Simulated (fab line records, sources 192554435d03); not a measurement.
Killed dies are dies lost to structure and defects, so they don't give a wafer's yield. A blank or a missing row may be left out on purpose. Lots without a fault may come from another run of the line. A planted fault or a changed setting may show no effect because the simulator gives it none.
fab line records | flow n5_finfet
record lots=24 wafers=72 last_day=17
route steps=1938 shown BEOL_M9@1456 BEOL_M10@1483
lots that met no fault: from a run of the same line without faults
start_h: hours from the record's first day to the start of the lot's first wafer shown | wait_h: hours since the lot's step before | " the same as in the row above | L1.1+2: a row that stands for several wafers | - no value, or no start given | * or withheld: withheld | < > ~ a bound
route shown NAME@n: a module of which the file shows steps, and the number in the route of the first | usual: mean/standard deviation of fault-free wafers | same: alike in all rows | chamber/n: place in a boat | sites: the reading at each site | _std_site: their standard deviation | _edge_site: outer sites' mean less inner sites' | radius_mm: how far each site lies from the wafer's centre | mask NAME#n: copy n | behind: the tool/chamber that last shaped the wafer | hold: why the lot was held/for how many hours/how that ended | device: the transistor (n, p or np) that didn't switch | end of line: the same wafers' tests at the end of the route | a step without rows: its recipe alone | killed: dies lost to structure and defects at the first sort, not the wafer's yield | map: a wafer's dies, x killed, . not, _ none there
set.NAME: the setting as run; set.NAME@STEP: as run at that earlier step | model.NAME: the simulator's own value behind a step, which no gauge read
steps of the route over a sample of lots; a table a step, a row a wafer
services: from which hour (start_h, from the record's first day; less than 0 if before it) a tool's chamber was out of use, for how many hours, and why
## steps
# step N5_BEOL_M9_DEGAS_44
# recipe ambient=vacuum temp_c=250 time_s=60
# usual heater_power_w=320/33
# columns lot.wafer tool chamber start_h wait_h heater_power_w
L074.1 pvd_sputter-01 - 209.91 0.4 355
L074.3 " - " " 340
L074.6 " - " " 344
L075.1 pvd_sputter-03 - 228.02 0.4 276
L075.4 " - " " 323
L075.5 " - " " 309
L077.2 pvd_sputter-01 - 228.80 0.7 342
L077.3 " - " " 356
L077.6 " - " " 362
L078.1 pvd_sputter-02 - 231.98 0.4 294
L078.5 " - " " 352
L078.6 " - " " 299
L076.4 pvd_sputter-02 - 232.36 0.3 352
L076.5 " - " " 261
L076.6 " - " " 350
L081.2 pvd_sputter-02 - 241.77 0.3 292
L081.3 " - " " 333
L081.6 " - " " 293
L079.1 pvd_sputter-02 - 242.05 0.4 295
L079.4 " - " " 256
L079.5 " - " " 329
L080.3 pvd_sputter-03 - 253.58 0.3 316
L080.4 " - " " 280
L080.5 " - " " 328
L082.3 pvd_sputter-02 - 257.17 0.2 297
L082.5 " - " " 289
L082.6 " - " " 344
L083.2 pvd_sputter-01 - 265.99 1.9 359
L083.3 " - " " 349
L083.5 " - " " 345
L084.2 pvd_sputter-02 - 286.96 0.5 291
L084.3 " - " " 258
L084.5 " - " " 341
L088.4 pvd_sputter-01 - 292.07 0.2 356
L088.5 " - " " 343
L088.6 " - " " 353
L085.1 pvd_sputter-03 - 292.29 0.6 283
L085.4 " - " " 327
L085.5 " - " " 283
L086.2 pvd_sputter-03 - 294.53 0.7 315
L086.3 " - " " 364
L086.6 " - " " 315
L087.1 pvd_sputter-02 - 304.73 0.5 354
L087.5 " - " " 342
L087.6 " - " " 260
L089.1 pvd_sputter-03 - 314.50 0.6 279
L089.3 " - " " 323
L089.5 " - " " 367
L090.4 pvd_sputter-02 - 315.18 0.4 256
L090.5 " - " " 295
L090.6 " - " " 340
L092.1 pvd_sputter-03 - 317.22 0.5 321
L092.2 " - " " 322
L092.3 " - " " 350
L091.2 pvd_sputter-03 - 317.58 0.4 279
L091.4 " - " " 366
L091.6 " - " " 315
L093.2 pvd_sputter-03 - 324.30 0.4 323
L093.4 " - " " 277
L093.5 " - " " 268
L094.1 pvd_sputter-02 - 340.83 0.3 340
L094.4 " - " " 354
L094.5 " - " " 299
L097.3 pvd_sputter-03 - 344.83 0.3 281
L097.4 " - " " 319
L097.5 " - " " 325
L096.2 pvd_sputter-03 - 349.65 0.4 360
L096.4 " - " " 279
L096.5 " - " " 279
L095.2 pvd_sputter-03 - 349.73 0.5 317
L095.5 " - " " 319
L095.6 " - " " 276
# step N5_BEOL_M9_SPUTTER_48
# recipe material=Cu target_thk_a=120 temp_c=-20 bias_v=60 power_w=26000 chamber_pressure_pa=0.13 time_s=2
# usual chuck_gas_flow_sccm=1.26/0.052 throttle_valve_pct=29.7/1.1
# columns lot.wafer tool chamber start_h wait_h chuck_gas_flow_sccm throttle_valve_pct
L074.1 pvd_sputter-01 - 210.77 0.1 1.29 30.3
L074.3 " - " " 1.30 28.4
L074.6 " - " " 1.33 31.7
L075.1 pvd_sputter-01 - 228.88 0.1 1.29 30.2
L075.4 " - " " 1.28 30.5
L075.5 " - " " 1.23 30.6
L077.2 pvd_sputter-01 - 229.64 0.1 1.31 28.2
L077.3 " - " " 1.20 30.5
L077.6 " - " " 1.24 30.5
L078.1 pvd_sputter-03 - 233.16 0.2 1.26 28.6
L078.5 " - " " 1.28 29.2
L078.6 " - " " 1.28 29.6
L076.4 pvd_sputter-03 - 233.24 0.0 1.25 27.3
L076.5 " - " " 1.32 30.0
L076.6 " - " " 1.34 29.4
L081.2 pvd_sputter-01 - 242.98 0.1 1.30 28.3
L081.3 " - " " 1.29 32.0
L081.6 " - " " 1.23 30.4
L079.1 pvd_sputter-02 - 244.54 1.4 1.30 30.2
L079.4 " - " " 1.26 30.4
L079.5 " - " " 1.30 30.8
L080.3 pvd_sputter-01 - 254.20 0.1 1.11 31.7
L080.4 " - " " 1.28 30.5
L080.5 " - " " 1.25 30.4
L082.3 pvd_sputter-02 - 257.82 0.1 1.23 30.5
L082.5 " - " " 1.23 30.8
L082.6 " - " " 1.26 29.3
L083.2 pvd_sputter-03 - 266.81 0.3 1.30 29.2
L083.3 " - " " 1.15 27.5
L083.5 " - " " 1.30 29.1
L084.2 pvd_sputter-03 - 287.98 0.4 1.18 29.0
L084.3 " - " " 1.18 27.9
L084.5 " - " " 1.34 27.6
L088.4 pvd_sputter-02 - 292.89 0.0 1.24 30.2
L088.5 " - " " 1.22 30.0
L088.6 " - " " 1.31 30.0
L085.1 pvd_sputter-02 - 293.15 0.2 1.20 30.4
L085.4 " - " " 1.22 29.3
L085.5 " - " " 1.28 30.4
L086.2 pvd_sputter-01 - 295.16 0.1 1.25 30.6
L086.3 " - " " 1.28 31.7
L086.6 " - " " 1.21 31.9
L087.1 pvd_sputter-03 - 306.98 1.3 1.20 29.1
L087.5 " - " " 1.31 29.2
L087.6 " - " " 1.34 29.6
L089.1 pvd_sputter-02 - 315.40 0.2 1.20 29.2
L089.3 " - " " 1.28 30.4
L089.5 " - " " 1.34 29.4
L090.4 pvd_sputter-03 - 316.92 0.1 1.18 29.3
L090.5 " - " " 1.19 28.8
L090.6 " - " " 1.26 30.2
L092.1 pvd_sputter-02 - 317.96 0.2 1.29 30.7
L092.2 " - " " 1.23 30.0
L092.3 " - " " 1.33 30.0
L091.2 pvd_sputter-03 - 318.58 0.4 1.30 29.9
L091.4 " - " " 1.35 29.5
L091.6 " - " " 1.37 30.2
L093.2 pvd_sputter-03 - 325.44 0.2 1.39 29.1
L093.4 " - " " 1.25 29.4
L093.5 " - " " 1.22 29.2
L094.1 pvd_sputter-01 - 344.20 0.1 1.21 28.1
L094.4 " - " " 1.32 31.8
L094.5 " - " " 1.28 31.8
L097.3 pvd_sputter-03 - 345.53 0.2 1.31 27.6
L097.4 " - " " 1.26 30.2
L097.5 " - " " 1.21 27.4
L096.2 pvd_sputter-03 - 350.33 0.1 1.20 30.1
L096.4 " - " " 1.16 29.4
L096.5 " - " " 1.24 29.0
L095.2 pvd_sputter-03 - 350.41 0.1 1.29 30.0
L095.5 " - " " 1.14 30.1
L095.6 " - " " 1.33 29.1
# step N5_BEOL_M9_CMP_52
# recipe stop_on=SiCOH_lowk t_overpolish_s=7 down_force_psi=1 platen_rpm=50 clearing_platen_down_force_psi=1.5 clearing_platen_rpm=50 post_cmp_clean=cu_alkaline target_thk_nm=140 clearing_platen_pad_velocity_m_s=0.99484 pad_velocity_m_s=0.99484
# usual barrier_field_endpoint_s=29.2/0.68 motor_current_A=6.2/0.38 overpolish_run_s=6.998/0.0096 time_to_endpoint_s=68/3.3
# columns lot.wafer tool chamber start_h wait_h barrier_field_endpoint_s motor_current_A overpolish_run_s time_to_endpoint_s
L074.1 cmp-02 1 211.48 0.3 28.8 6.5 6.993 67
L074.3 " 2 " " 28.4 6.8 7.010 66
L074.6 " 1 " " 28.8 6.2 6.981 68
L075.4 cmp-02 1 229.63 0.1 30.1 6.6 6.995 74
L075.1 " 0 " " 28.3 6.6 6.998 68
L075.5 " 2 " " 29.3 6.5 6.992 66
L077.2 cmp-03 0 230.21 0.2 29.7 6.2 6.996 64
L077.3 " 1 " " 29.2 6.7 7.000 63
L077.6 " 0 " " 29.4 5.8 7.013 62
L078.1 cmp-04 0 233.73 0.3 29.2 5.5 6.987 71
L078.5 " 3 " " 30.9 6.6 6.991 74
L078.6 " 0 " " 29.5 5.6 7.007 70
L076.4 cmp-02 2 234.03 0.2 28.6 6.5 6.992 62
L076.6 " 3 " " 28.7 5.7 6.999 63
L076.5 " 0 " " 28.3 6.7 7.011 60
L081.2 cmp-03 3 243.83 0.4 29.0 5.9 6.992 72
L081.3 " 0 " " 28.5 6.1 6.999 72
L081.6 " 2 " " 29.6 6.2 6.992 65
L079.1 cmp-03 3 245.07 0.3 29.1 6.2 6.998 68
L079.4 " 1 " " 28.6 6.5 6.988 66
L079.5 " 0 " " 28.6 6.3 6.999 67
L080.3 cmp-03 1 255.46 0.2 28.3 6.4 6.983 68
L080.4 " 2 " " 28.8 5.9 7.014 66
L080.5 " 3 " " 29.5 6.1 7.010 71
L082.3 cmp-04 2 260.23 0.2 30.5 5.8 6.997 69
L082.5 " 2 " " 29.1 5.9 7.010 68
L082.6 " 3 " " 29.7 6.0 6.983 69
L083.3 cmp-04 1 267.70 0.2 30.0 6.4 6.989 73
L083.2 " 2 " " 29.9 6.1 7.007 72
L083.5 " 3 " " 30.5 6.4 6.985 71
L084.3 cmp-03 3 288.55 0.2 28.8 6.6 7.007 73
L084.2 " 1 " " 28.6 6.4 6.997 66
L084.5 " 2 " " 29.0 6.4 6.996 66
L088.4 cmp-03 1 293.55 0.1 27.7 6.5 6.990 65
L088.5 " 1 " " 28.3 6.4 6.982 67
L088.6 " 2 " " 28.8 6.3 6.995 65
L085.1 cmp-04 2 293.73 0.3 29.0 6.0 6.993 65
L085.4 " 1 " " 30.4 6.6 7.007 67
L085.5 " 3 " " 30.1 6.4 7.009 68
L086.2 cmp-02 0 295.86 0.2 29.3 6.6 7.009 68
L086.3 " 3 " " 29.2 5.7 7.014 69
L086.6 " 1 " " 30.6 6.5 6.991 74
L087.1 cmp-02 3 307.92 0.6 29.4 5.5 6.993 67
L087.5 " 1 " " 29.9 6.7 6.994 69
L087.6 " 2 " " 29.7 6.6 7.001 70
L089.1 cmp-04 2 315.93 0.3 29.5 5.9 7.005 72
L089.3 " 1 " " 29.2 6.4 7.005 74
L089.5 " 2 " " 29.8 6.0 7.023 70
L090.4 cmp-03 2 317.66 0.2 29.0 6.2 7.002 65
L090.6 " 0 " " 29.6 6.2 6.988 67
L090.5 " 1 " " 29.8 6.4 7.002 65
L092.2 cmp-04 2 318.49 0.2 29.0 5.9 6.988 68
L092.3 " 0 " " 28.7 5.4 6.985 69
L092.1 " 1 " " 29.0 6.0 7.007 70
L091.2 cmp-02 1 319.11 0.2 29.2 6.7 7.014 68
L091.4 " 0 " " 28.3 6.5 7.006 60
L091.6 " 1 " " 29.8 6.2 7.008 68
L093.4 cmp-03 2 325.97 0.1 29.1 6.1 6.986 66
L093.2 " 1 " " 29.3 6.6 7.009 65
L093.5 " 2 " " 29.4 6.2 6.999 65
L094.1 cmp-02 3 344.76 0.3 29.3 5.8 6.990 69
L094.4 " 0 " " 29.3 6.6 6.989 66
L094.5 " 2 " " 30.0 6.7 7.003 71
L097.3 cmp-03 0 346.30 0.2 29.4 6.2 6.998 71
L097.4 " 1 " " 29.1 6.5 6.987 69
L097.5 " 3 " " 29.7 6.1 7.017 70
L096.4 cmp-04 2 350.85 0.1 29.3 5.6 7.012 71
L096.2 " 0 " " 29.1 5.2 7.006 72
L096.5 " 2 " " 29.0 5.8 6.995 70
L095.2 cmp-03 2 351.00 0.2 27.9 6.2 7.021 65
L095.6 " 2 " " 28.3 6.1 6.984 62
L095.5 " 3 " " 28.4 6.7 6.999 66
# step N5_BEOL_M10_CD_MEAS_11
# recipe target_cd_nm=64.1 landing_energy_ev=500 detector=se_inlens polarity=opening
# usual cd_nm=64.3/0.71
# columns lot.wafer tool chamber start_h wait_h cd_nm
L074.1 cd_sem-03 0 213.92 - 64.5
L074.3 " 0 " " 63.8
L074.6 " 0 " " 63.6
L075.1 cd_sem-02 0 231.80 - 64.3
L075.4 " 0 " " 64.6
L075.5 " 0 " " 64.7
L077.2 cd_sem-02 0 232.56 - 64.7
L077.3 " 0 " " 64.7
L077.6 " 0 " " 66.2
L078.1 cd_sem-01 0 235.37 - 63.6
L078.5 " 0 " " 64.4
L078.6 " 0 " " 64.7
L076.4 cd_sem-01 0 236.10 - 63.9
L076.5 " 0 " " 64.7
L076.6 " 0 " " 63.4
L081.2 cd_sem-01 0 246.27 - 64.1
L081.3 " 0 " " 63.1
L081.6 " 0 " " 64.5
L079.1 cd_sem-01 0 247.61 - 64.5
L079.4 " 0 " " 64.3
L079.5 " 0 " " 64.3
L080.3 cd_sem-01 0 257.52 - 65.3
L080.4 " 0 " " 64.6
L080.5 " 0 " " 65.0
L082.3 cd_sem-02 0 262.08 - 64.5
L082.5 " 0 " " 65.0
L082.6 " 0 " " 64.6
L083.2 cd_sem-01 0 270.97 - 62.9
L083.3 " 0 " " 63.7
L083.5 " 0 " " 65.4
L084.2 cd_sem-03 0 291.83 - 63.9
L084.3 " 0 " " 62.5
L084.5 " 0 " " 64.5
L088.4 cd_sem-01 0 295.16 - 63.5
L088.5 " 0 " " 63.6
L088.6 " 0 " " 64.0
L085.1 cd_sem-03 0 295.75 - 64.8
L085.4 " 0 " " 64.5
L085.5 " 0 " " 64.4
L086.2 cd_sem-02 0 300.14 - 64.3
L086.3 " 0 " " 62.5
L086.6 " 0 " " 63.7
L087.1 cd_sem-03 0 310.04 - 63.5
L087.5 " 0 " " 64.2
L087.6 " 0 " " 64.2
L089.1 cd_sem-02 0 319.07 - 63.5
L089.3 " 0 " " 62.9
L089.5 " 0 " " 64.8
L090.4 cd_sem-01 0 320.58 - 64.9
L090.5 " 0 " " 63.8
L090.6 " 0 " " 64.2
L092.1 cd_sem-03 0 320.82 - 63.7
L092.2 " 0 " " 63.7
L092.3 " 0 " " 64.5
L091.2 cd_sem-03 0 321.95 - 62.7
L091.4 " 0 " " 63.8
L091.6 " 0 " " 63.9
L093.2 cd_sem-03 0 328.58 - 63.9
L093.4 " 0 " " 64.7
L093.5 " 0 " " 64.2
L094.1 cd_sem-02 0 349.00 - 65.2
L094.4 " 0 " " 64.2
L094.5 " 0 " " 64.6
L097.3 cd_sem-01 0 349.40 - 63.5
L097.4 " 0 " " 64.7
L097.5 " 0 " " 64.6
L096.2 cd_sem-02 0 353.34 - 64.4
L096.4 " 0 " " 64.6
L096.5 " 0 " " 64.2
L095.2 cd_sem-03 0 353.73 - 64.2
L095.5 " 0 " " 65.5
L095.6 " 0 " " 64.3
# step N5_BEOL_M10_ETCH_61
# recipe chemistry=CF4 target=SiARC target_depth_a=390 mask_material=CAR-ArF time_s=65 ion_energy_ev=80 pressure_mtorr=40 source_w=545 bias_w=36 Ar_flow_sccm=100 cf4_flow_sccm=100 ends=cleared
# usual bias_w=35.99/0.11 drypump_motor_current_A=5.5/0.41 etch_rf_on_time_s=65.4/1.9 oes_product_au=0.68/0.081 rf_vpp_V=183.8/1.2 showerhead_plenum_p_Torr=2.11/0.056 throttle_valve_pct=15.62/0.23
# columns lot.wafer tool chamber start_h wait_h bias_w drypump_motor_current_A etch_rf_on_time_s oes_product_au rf_hours_counter_h rf_vpp_V showerhead_plenum_p_Torr throttle_valve_pct
L074.1 rie_diel-06 1 214.05 0.0 36.00 6.2 66.3 0.74 52 184.7 2.09 15.75
L074.3 " 0 " " 36.08 5.7 62.7 0.82 8 184.2 2.09 15.26
L074.6 " 2 " " 35.98 5.5 69.8 0.61 - 184.1 2.12 15.86
L075.1 rie_diel-06 0 232.28 0.0 36.00 5.7 63.0 0.80 16 182.7 2.09 15.26
L075.4 " 1 " " 36.09 6.2 65.7 0.74 60 182.7 2.08 15.78
L075.5 " 1 " " 35.99 6.2 65.8 0.73 - 183.0 2.08 15.76
L077.2 rie_diel-02 3 232.70 0.0 35.93 5.2 62.7 0.72 67 183.8 2.09 15.74
L077.3 " 0 " " 35.93 5.9 66.6 0.59 247 184.5 2.21 15.70
L077.6 " 2 " " 36.12 4.8 66.3 0.62 - 184.0 2.18 15.48
L078.1 rie_diel-06 0 235.65 0.0 36.22 5.7 62.7 0.79 16 183.2 2.09 15.27
L078.5 " 2 " " 36.00 5.5 68.4 0.61 - 182.9 2.12 15.88
L078.6 " 1 " " 35.99 6.2 65.6 0.74 - 182.6 2.08 15.76
L076.4 rie_diel-02 0 236.22 0.0 36.03 5.9 66.8 0.60 249 184.4 2.20 15.69
L076.5 " 0 " " 36.12 5.9 66.7 0.59 - 184.6 2.21 15.70
L076.6 " 1 " " 35.80 5.7 65.2 0.60 - 183.7 2.03 15.54
L081.2 rie_diel-02 1 246.40 0.0 35.95 5.7 65.0 0.60 224 182.7 2.03 15.55
L081.3 " 3 " " 35.87 5.2 62.0 0.73 72 183.1 2.09 15.74
L081.6 " 3 " " 36.12 5.2 61.8 0.72 - 182.3 2.09 15.76
L079.1 rie_diel-06 1 247.73 0.0 35.89 6.1 66.7 0.72 66 183.0 2.08 15.78
L079.4 " 1 " " 36.03 6.2 66.0 0.73 - 182.8 2.08 15.77
L079.5 " 3 " " 36.04 5.5 66.0 0.70 - 182.8 2.09 15.61
L080.3 rie_diel-06 3 258.03 0.0 36.01 5.5 65.3 0.70 94 183.2 2.09 15.59
L080.4 " 3 " " 35.85 5.5 65.5 0.69 - 183.8 2.09 15.61
L080.5 " 2 " " 35.95 5.5 68.0 0.60 - 184.0 2.11 15.87
L082.3 rie_diel-02 1 262.20 0.0 35.82 5.7 66.2 0.59 231 184.2 2.03 15.56
L082.5 " 0 " " 35.95 5.9 65.4 0.85 - 183.9 2.20 15.29
L082.6 " 3 " " 36.00 5.2 62.7 0.71 - 183.8 2.09 15.77
L083.2 rie_diel-06 0 271.09 0.0 36.16 5.7 61.7 0.79 26 183.0 2.09 15.28
L083.3 " 3 " " 35.97 5.5 65.7 0.69 99 183.4 2.09 15.61
L083.5 " 0 " " 36.08 5.7 61.9 0.78 - 182.2 2.09 15.30
L084.2 rie_diel-04 1 292.53 0.0 35.98 5.1 65.5 0.61 194 183.7 2.05 16.00
L084.3 " 3 " " 35.92 5.5 61.7 0.65 159 183.1 2.07 15.76
L084.5 " 2 " " 35.89 6.0 66.5 0.57 - 183.4 2.10 15.73
L088.4 rie_diel-02 3 295.31 0.0 35.98 5.2 62.2 0.70 92 183.9 2.08 15.79
L088.5 " 2 " " 36.13 4.8 66.7 0.61 - 185.4 2.17 15.54
L088.6 " 1 " " 35.98 5.7 66.6 0.58 - 184.9 2.02 15.58
L085.1 rie_diel-02 3 295.87 0.0 36.04 5.2 62.5 0.70 92 183.8 2.08 15.79
L085.4 " 2 " " 35.86 4.8 66.7 0.61 224 185.5 2.17 15.55
L085.5 " 1 " " 36.06 5.7 67.0 0.58 - 182.1 2.02 15.60
L086.2 rie_diel-02 2 300.40 0.0 36.09 4.8 66.2 0.61 226 185.1 2.17 15.55
L086.3 " 3 " " 36.07 5.2 62.3 0.70 94 184.3 2.08 15.80
L086.6 " 1 " " 36.03 5.6 66.4 0.58 - 182.7 2.02 15.60
L087.1 rie_diel-02 3 310.22 0.0 36.12 5.2 61.5 0.70 97 181.3 2.08 15.81
L087.5 " 3 " " 35.98 5.2 61.1 0.70 - 183.9 2.08 15.79
L087.6 " 0 " " 35.89 5.9 64.7 0.81 - 185.7 2.20 15.32
L089.1 rie_diel-06 0 319.20 0.0 35.75 5.7 63.1 0.75 45 182.9 2.08 15.32
L089.3 " 2 " " 35.99 5.5 69.1 0.58 230 183.4 2.11 15.93
L089.5 " 3 " " 35.95 5.5 65.4 0.68 - 182.7 2.08 15.65
L090.4 rie_diel-02 0 320.74 0.0 36.00 5.9 64.9 0.80 - 185.4 2.20 15.33
L090.5 " 2 " " 35.86 4.8 66.8 0.60 - 186.5 2.17 15.55
L090.6 " 3 " " 36.18 5.2 62.8 0.69 - 184.5 2.08 15.83
L092.1 rie_diel-04 1 320.94 0.0 35.86 5.1 66.1 0.60 206 183.9 2.04 16.02
L092.2 " 0 " " 35.76 6.1 66.0 0.80 6 185.2 2.17 15.20
L092.3 " 2 " " 35.83 6.0 66.5 0.82 1 182.1 2.10 15.26
L091.2 rie_diel-06 1 322.08 0.0 35.96 6.2 66.0 0.70 92 182.1 2.07 15.83
L091.4 " 3 " " 36.08 5.5 65.3 0.68 117 183.8 2.08 15.65
L091.6 " 1 " " 35.97 6.2 65.7 0.71 - 184.3 2.07 15.84
L093.2 rie_diel-02 3 328.70 0.0 36.05 5.2 62.1 0.69 105 182.7 2.08 15.81
L093.4 " 0 " " 35.93 5.9 65.3 0.79 - 184.9 2.20 15.31
L093.5 " 2 " " 36.06 4.8 66.4 0.60 - 185.7 2.16 15.58
L094.1 rie_diel-02 2 349.13 0.0 35.84 4.8 66.3 0.59 243 183.3 2.16 15.58
L094.4 " 1 " " 35.93 5.6 65.7 0.82 4 185.6 2.27 15.15
L094.5 " 2 " " 35.92 4.8 66.6 0.59 - 185.7 2.16 15.59
L097.3 rie_diel-02 3 349.98 0.0 35.91 5.2 62.2 0.68 113 182.8 2.08 15.82
L097.4 " 2 " " 35.93 4.8 66.1 0.60 244 184.3 2.16 15.57
L097.5 " 3 " " 36.01 5.2 62.8 0.68 - 183.6 2.08 15.83
L096.2 rie_diel-04 0 353.86 0.0 36.02 6.1 66.1 0.77 18 183.3 2.17 15.23
L096.4 " 1 " " 36.14 5.1 65.9 0.60 218 182.8 2.04 16.04
L096.5 " 0 " " 35.84 6.1 65.8 0.76 - 184.6 2.17 15.22
L095.2 rie_diel-04 1 354.11 0.0 35.92 5.1 65.9 0.60 218 182.3 2.04 16.06
L095.5 " 0 " " 35.88 6.1 65.4 0.77 - 185.2 2.17 15.25
L095.6 " 3 " " 36.09 5.5 63.6 0.63 - 183.1 2.06 15.82
# step N5_BEOL_M10_ETCH_62
# recipe chemistry=N2/H2 target=SOC target_depth_a=1100 overetch_a=220 mask_material=SiARC temp_c=40 time_s=165 ion_energy_ev=200 pressure_mtorr=30 source_w=840 bias_w=150 n2_flow_sccm=200 h2_flow_sccm=200
# usual bias_w=150.0/0.45 drypump_motor_current_A=5.5/0.41 oes_product_au=0.68/0.075 rf_vpp_V=522.9/2.3 showerhead_plenum_p_Torr=2.51/0.081 throttle_valve_pct=17.9/0.31
# columns lot.wafer tool chamber start_h wait_h bias_w drypump_motor_current_A oes_product_au rf_hours_counter_h rf_vpp_V showerhead_plenum_p_Torr throttle_valve_pct
L074.1 rie_diel-06 1 214.10 0.0 150.3 6.2 0.75 52 521.2 2.48 18.0
L074.3 " 0 " " 150.7 5.7 0.79 8 521.8 2.51 17.6
L074.6 " 2 " " 150.0 5.5 0.62 - 522.9 2.56 18.3
L075.1 rie_diel-06 0 232.33 0.0 150.0 5.7 0.77 16 523.0 2.51 17.6
L075.4 " 1 " " 150.6 6.2 0.73 60 523.5 2.48 18.0
L075.5 " 1 " " 149.7 6.2 0.73 - 522.7 2.48 18.0
L077.2 rie_diel-02 3 232.75 0.0 150.8 5.2 0.70 67 521.9 2.50 18.1
L077.3 " 0 " " 149.5 5.9 0.59 247 525.8 2.61 17.7
L077.6 " 2 " " 150.1 4.8 0.63 - 526.0 2.64 17.9
L078.1 rie_diel-06 0 235.70 0.0 149.8 5.7 0.78 16 522.3 2.51 17.6
L078.5 " 2 " " 149.5 5.5 0.62 - 523.1 2.55 18.3
L078.6 " 1 " " 150.4 6.2 0.73 - 521.9 2.48 18.0
L076.4 rie_diel-02 0 236.27 0.0 150.7 5.9 0.60 249 525.5 2.61 17.7
L076.5 " 0 " " 150.1 5.9 0.60 - 526.5 2.61 17.7
L076.6 " 1 " " 150.2 5.6 0.59 - 520.6 2.40 17.6
L081.2 rie_diel-02 1 246.45 0.0 149.4 5.7 0.59 224 519.0 2.40 17.6
L081.3 " 3 " " 150.3 5.2 0.70 72 520.5 2.49 18.1
L081.6 " 3 " " 149.8 5.2 0.70 - 521.5 2.49 18.1
L079.1 rie_diel-06 1 247.78 0.0 149.9 6.1 0.73 66 521.0 2.47 18.0
L079.4 " 1 " " 149.6 6.2 0.72 - 522.5 2.47 18.0
L079.5 " 3 " " 149.4 5.5 0.70 - 521.3 2.46 17.7
L080.3 rie_diel-06 3 258.08 0.0 150.5 5.5 0.69 94 521.1 2.46 17.8
L080.4 " 3 " " 149.9 5.5 0.69 - 522.6 2.46 17.8
L080.5 " 2 " " 150.1 5.5 0.62 - 523.2 2.55 18.4
L082.3 rie_diel-02 1 262.25 0.0 149.6 5.7 0.59 231 520.3 2.40 17.6
L082.5 " 3 " " 150.4 5.2 0.69 - 523.3 2.49 18.2
L082.6 " 1 " " 149.1 5.7 0.59 - 519.2 2.40 17.7
L083.2 rie_diel-06 0 271.14 0.0 149.9 5.7 0.76 26 522.1 2.50 17.7
L083.3 " 3 " " 150.6 5.5 0.69 99 520.7 2.46 17.8
L083.5 " 0 " " 149.9 5.7 0.76 - 523.3 2.50 17.7
L084.2 rie_diel-04 1 292.58 0.0 150.3 5.1 0.61 194 521.5 2.44 18.5
L084.3 " 3 " " 149.9 5.5 0.63 159 522.0 2.40 17.5
L084.5 " 2 " " 150.0 6.0 0.58 - 522.2 2.48 17.7
L088.4 rie_diel-02 3 295.36 0.0 149.7 5.2 0.69 92 521.3 2.49 18.2
L088.5 " 2 " " 148.9 4.8 0.61 - 525.7 2.62 17.9
L088.6 " 1 " " 150.5 5.7 0.58 - 519.8 2.39 17.7
L085.1 rie_diel-02 3 295.92 0.0 150.1 5.2 0.67 92 522.1 2.49 18.2
L085.4 " 2 " " 149.7 4.8 0.61 224 527.3 2.63 17.9
L085.5 " 1 " " 149.5 5.7 0.58 - 520.8 2.39 17.7
L086.2 rie_diel-02 2 300.45 0.0 149.7 4.8 0.61 226 526.8 2.62 17.9
L086.3 " 3 " " 150.3 5.2 0.68 94 521.9 2.48 18.2
L086.6 " 1 " " 149.7 5.7 0.59 - 520.7 2.39 17.7
L087.1 rie_diel-02 3 310.27 0.0 150.7 5.2 0.67 97 522.3 2.48 18.2
L087.5 " 3 " " 150.7 5.2 0.68 - 522.4 2.48 18.2
L087.6 " 0 " " 150.3 5.9 0.79 - 525.8 2.60 17.5
L089.1 rie_diel-06 0 319.25 0.0 149.8 5.7 0.73 45 522.6 2.49 17.7
L089.3 " 2 " " 149.6 5.5 0.61 230 522.6 2.54 18.4
L089.5 " 3 " " 149.9 5.5 0.67 - 521.5 2.45 17.8
L090.4 rie_diel-02 0 320.83 0.1 149.5 5.9 0.80 - 525.1 2.60 17.5
L090.5 " 2 " " 149.8 4.8 0.60 - 525.6 2.62 17.9
L090.6 " 3 " " 149.8 5.2 0.68 - 521.1 2.48 18.2
L092.1 rie_diel-04 1 320.99 0.0 150.8 5.2 0.60 206 519.8 2.43 18.5
L092.2 " 0 " " 150.0 6.1 0.80 7 525.1 2.61 17.6
L092.3 " 2 " " 150.2 6.0 0.83 1 522.5 2.48 17.4
L091.2 rie_diel-06 1 322.13 0.0 149.4 6.2 0.70 92 521.4 2.46 18.1
L091.4 " 3 " " 150.1 5.5 0.68 117 520.6 2.45 17.8
L091.6 " 1 " " 149.5 6.2 0.70 - 522.5 2.46 18.1
L093.2 rie_diel-02 3 328.75 0.0 150.2 5.2 0.67 105 522.3 2.48 18.2
L093.4 " 0 " " 149.4 5.9 0.78 - 526.1 2.60 17.5
L093.5 " 2 " " 149.7 4.8 0.61 - 525.5 2.62 17.9
L094.1 rie_diel-02 2 349.18 0.0 150.2 4.8 0.60 244 525.1 2.62 17.9
L094.4 " 1 " " 150.1 5.7 0.83 4 529.6 2.71 17.3
L094.5 " 2 " " 150.1 4.8 0.59 - 526.0 2.62 18.0
L097.3 rie_diel-02 3 350.03 0.0 150.2 5.2 0.66 113 521.4 2.48 18.2
L097.4 " 2 " " 149.4 4.8 0.60 244 526.6 2.62 17.9
L097.5 " 3 " " 150.2 5.2 0.66 - 519.6 2.48 18.2
L096.2 rie_diel-04 0 353.91 0.0 150.3 6.1 0.76 18 526.1 2.61 17.6
L096.4 " 1 " " 150.3 5.1 0.60 218 520.4 2.43 18.5
L096.5 " 0 " " 150.1 6.1 0.77 - 525.0 2.61 17.6
L095.2 rie_diel-04 1 354.16 0.0 150.0 5.1 0.60 218 519.3 2.43 18.5
L095.5 " 0 " " 149.5 6.1 0.77 - 525.9 2.61 17.6
L095.6 " 3 " " 150.0 5.5 0.62 - 521.8 2.39 17.6
## services
# columns tool chamber start_h hours kind
rie_diel-02 0 197.42 3.8 repair
cmp-04 - 198.19 22.5 repair
cmp-03 - 221.66 4.0 pm
cmp-02 - 223.84 3.7 repair
cmp-04 - 231.92 0.6 repair
rie_diel-02 0 240.73 - clean
rie_diel-02 0 240.73 - consumable_replace:focus_ring
rie_diel-06 0 247.66 11.7 repair
cmp-03 - 248.75 2.2 repair
cmp-03 - 265.83 7.2 pm
cmp-04 - 271.38 4.0 pm
rie_diel-04 3 275.02 10.0 repair
pvd_sputter-03 - 277.53 2.1 repair
cmp-03 - 278.20 0.8 repair
rie_diel-06 3 280.34 5.1 repair
cmp-02 - 287.59 5.1 pm
cmp-02 - 295.00 0.6 repair
cmp-04 - 313.35 0.6 repair
rie_diel-02 1 317.81 - clean
rie_diel-02 1 317.81 - consumable_replace:focus_ring
rie_diel-02 1 317.81 - consumable_replace:showerhead
rie_diel-02 1 317.81 17.8 scheduled_down
rie_diel-02 1 317.81 17.8 vent_cycle
cmp-02 - 329.55 0.3 repair
## key
fault none
